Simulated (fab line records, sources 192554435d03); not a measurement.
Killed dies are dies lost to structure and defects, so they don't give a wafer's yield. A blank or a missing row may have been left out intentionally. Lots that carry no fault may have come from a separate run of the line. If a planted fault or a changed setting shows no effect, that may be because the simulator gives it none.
Chamber matching :: flow n5_finfet :: N5_BEOL_M2_ETCH_64 on rie_diel-04: 3 sister chambers
The step etches SOC in N2/H2, target depth 75 nm, overetch 22.5 nm, time 121.9 s. 6 wafers are shown with their chamber, then 6 later ones without.

== WAFERS WITH THEIR CHAMBER ==
wafer: L077.4
chamber: 2
throttle_valve_pct (%): 17.95
showerhead_plenum_p_Torr (Torr): 2.51

wafer: L084.3
chamber: 1
throttle_valve_pct (%): 18.16
showerhead_plenum_p_Torr (Torr): 2.51

wafer: L091.1
chamber: 2
throttle_valve_pct (%): 17.99
showerhead_plenum_p_Torr (Torr): 2.50

wafer: L091.6
chamber: 0
throttle_valve_pct (%): 17.43
showerhead_plenum_p_Torr (Torr): 2.53

wafer: L090.2
chamber: 1
throttle_valve_pct (%): 18.20
showerhead_plenum_p_Torr (Torr): 2.50

wafer: L090.4
chamber: 0
throttle_valve_pct (%): 17.44
showerhead_plenum_p_Torr (Torr): 2.53

== WAFERS WITHOUT THEIR CHAMBER ==
wafer: L090.5
throttle_valve_pct (%): 17.99
showerhead_plenum_p_Torr (Torr): 2.49

wafer: L093.1
throttle_valve_pct (%): 18.00
showerhead_plenum_p_Torr (Torr): 2.49

wafer: L093.3
throttle_valve_pct (%): 17.46
showerhead_plenum_p_Torr (Torr): 2.53

wafer: L093.4
throttle_valve_pct (%): 18.18
showerhead_plenum_p_Torr (Torr): 2.50

wafer: L097.1
throttle_valve_pct (%): 18.22
showerhead_plenum_p_Torr (Torr): 2.50

wafer: L097.5
throttle_valve_pct (%): 18.19
showerhead_plenum_p_Torr (Torr): 2.50

== WHICH CHAMBER EACH ONE RAN IN ==
wafer: L090.5
from the rows above: 2
in truth: 2

wafer: L093.1
from the rows above: 2
in truth: 2

wafer: L093.3
from the rows above: 0
in truth: 0

wafer: L093.4
from the rows above: 1
in truth: 1

wafer: L097.1
from the rows above: 1
in truth: 1

wafer: L097.5
from the rows above: 1
in truth: 1
Correctly placed: 6 of 6. From these rows, 0 cannot be placed. 0 placed wrongly.
How it was worked out, from the rows above alone: a wafer's distance from a chamber is the root of the sum, over the readings, of the square of ((its reading less the chamber's mean) divided by the reading's scatter). The wafer belongs to the nearest chamber; if the next one is less than 2 further off, it can't be placed. The mean given for a chamber averages the wafers shown for that chamber. The scatter: take each reading less its chamber's mean, square it, sum over the shown wafers, divide by the number of wafers less the number of chambers, and take the root.
